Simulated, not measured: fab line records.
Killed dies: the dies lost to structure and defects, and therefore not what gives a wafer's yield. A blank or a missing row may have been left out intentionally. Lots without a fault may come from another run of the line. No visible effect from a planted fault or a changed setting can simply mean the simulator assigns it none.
Lot-split experiment ; flow n5 finfet ; 7 lots, 21 wafers read, on a route of 1938 steps

## ON THE SPLIT
At N5_BEOL_M11_COAT_60 (time 60 s, resist thk 30 nm), the setting spin rpm was moved away from the recipe's 1500 rpm on 4 of the 21 wafers read, by -7.5% to +10.9%. For the rest of the wafers, this setting stayed at what the recipe calls for.

## FROM THE SPLIT TO THE READING: what the file shows between them, 4 steps
- N5_BEOL_M11_COAT_05: resist thk 90 nm
- N5_BEOL_M11_EBR_07
- N5_BEOL_M11_DESCUM_16: chemistry O2, time 7.9 s
- N5_BEOL_M11_ETCH_61: etches SiARC in CF4, target depth 39 nm, time 65 s

## THE READING
SiARC_of_BEOL_M11_COAT_60.thk nm (the simulator's own value, which no gauge read), in nm, at N5_BEOL_M11_ETCH_62 (etches SOC in N2/H2, target depth 110 nm, overetch 22 nm, time 165 s). The file does not state a usual value for it. Across the 17 wafers here that went through the recipe, the average is 23.5 nm and the standard deviation 0.23 nm.

wafer;tool, chamber at the split;spin rpm as run, rpm;against the recipe;SiARC_of_BEOL_M11_COAT_60.thk nm, nm;against lot-mates on the recipe
L075.1;litho track-03, 0;1500;recipe;23.4;-
L075.5;litho track-03, 0;1500;recipe;23.4;-
L075.3;litho track-03, 0;1388;-7.5%;24.6;+1.2
L078.3;litho track-02, 0;1500;recipe;23.8;-
L078.4;litho track-02, 0;1419;-5.4%;24.4;+0.5
L078.6;litho track-02, 0;1500;recipe;24;-
L083.4;litho track-02, 0;1500;recipe;23.4;-
L083.5;litho track-02, 0;1500;recipe;23.6;-
L083.6;litho track-02, 0;1500;recipe;23.6;-
L082.1;litho track-03, 0;1500;recipe;24;-
L082.3;litho track-03, 0;1500;recipe;23.6;-
L082.5;litho track-03, 0;1654;+10.3%;22.4;-1.4
L084.1;litho track-03, 0;1664;+10.9%;22;-1.5
L084.4;litho track-03, 0;1500;recipe;23.4;-
L084.5;litho track-03, 0;1500;recipe;23.6;-
L087.1;litho track-01, 0;1500;recipe;23.2;-
L087.2;litho track-01, 0;1500;recipe;23.6;-
L087.4;litho track-01, 0;1500;recipe;23.6;-
L093.1;litho track-02, 0;1500;recipe;23.2;-
L093.4;litho track-02, 0;1500;recipe;23.4;-
L093.5;litho track-02, 0;1500;recipe;23.4;-

THE FIT
A straight line over all 21 wafers: SiARC_of_BEOL_M11_COAT_60.thk nm changes by -0.133 nm for each +1% of spin rpm; r = -0.92; the points scatter about the line by 0.22 nm.
The same after taking each lot's own level away (the mean of its wafers on the recipe; 21 wafers): -0.137 nm for each +1%; r = -0.97; scatter 0.14 nm.
The reading moves by 1.5 nm for the largest change in spin rpm, on that fit.
Across the lots, their own levels run from 23.33 to 23.90 nm, a range of 2.5 times the standard deviation given above.
So the lot-to-lot level changes the slope little: the two slopes agree.
Check: for one of the wafers moved furthest among these (+10.9%), held out of the fit, the line's prediction against its lot-mates is -1.5 nm. It came out at -1.5 nm against them.

## THE OTHER SPLITS THESE WAFERS WENT THROUGH
These wafers also went through other splits before the reading. Each is held against what the fit with the lots' levels taken away leaves over:
other split on the same wafers;wafers away from the commonest value;r with SiARC_of_BEOL_M11_COAT_60.thk nm (lot level and that fit taken away)
N5_BEOL_M10_COAT_60 spin rpm;4;+0.14
N5_BEOL_M11_ILD_DEP_00 time s;11;+0.26

## THE WHOLE CHAIN: every reading that the file lists as answering this split, in the file's order
step;what it does;reading;change (the file's fit);r (the file's)
N5_BEOL_M11_COAT_60;time 60 s, resist thk 30 nm;SiARC_of_BEOL_M11_COAT_60.thk nm (the simulator's own value, which no gauge read);-0.146 nm for each +1% of the setting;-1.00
N5_BEOL_M11_ETCH_61;etches SiARC in CF4, target depth 39 nm, time 65 s;etch.depth nm (the simulator's own value, which no gauge read);-0.146 nm for each +1% of the setting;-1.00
N5_BEOL_M11_ETCH_61;etches SiARC in CF4, target depth 39 nm, time 65 s;CAR-ArF_of_BEOL_M11_COAT_05.thk nm (the simulator's own value, which no gauge read);+0.134 nm for each +1% of the setting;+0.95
N5_BEOL_M11_ETCH_62;etches SOC in N2/H2, target depth 110 nm, overetch 22 nm, time 165 s;SiARC_of_BEOL_M11_COAT_60.thk nm (the simulator's own value, which no gauge read);-0.137 nm for each +1% of the setting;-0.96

## THE FILE'S OWN FIT
SiARC_of_BEOL_M11_COAT_60.thk nm changes by -0.137 nm for each +1% of spin rpm, r = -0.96.
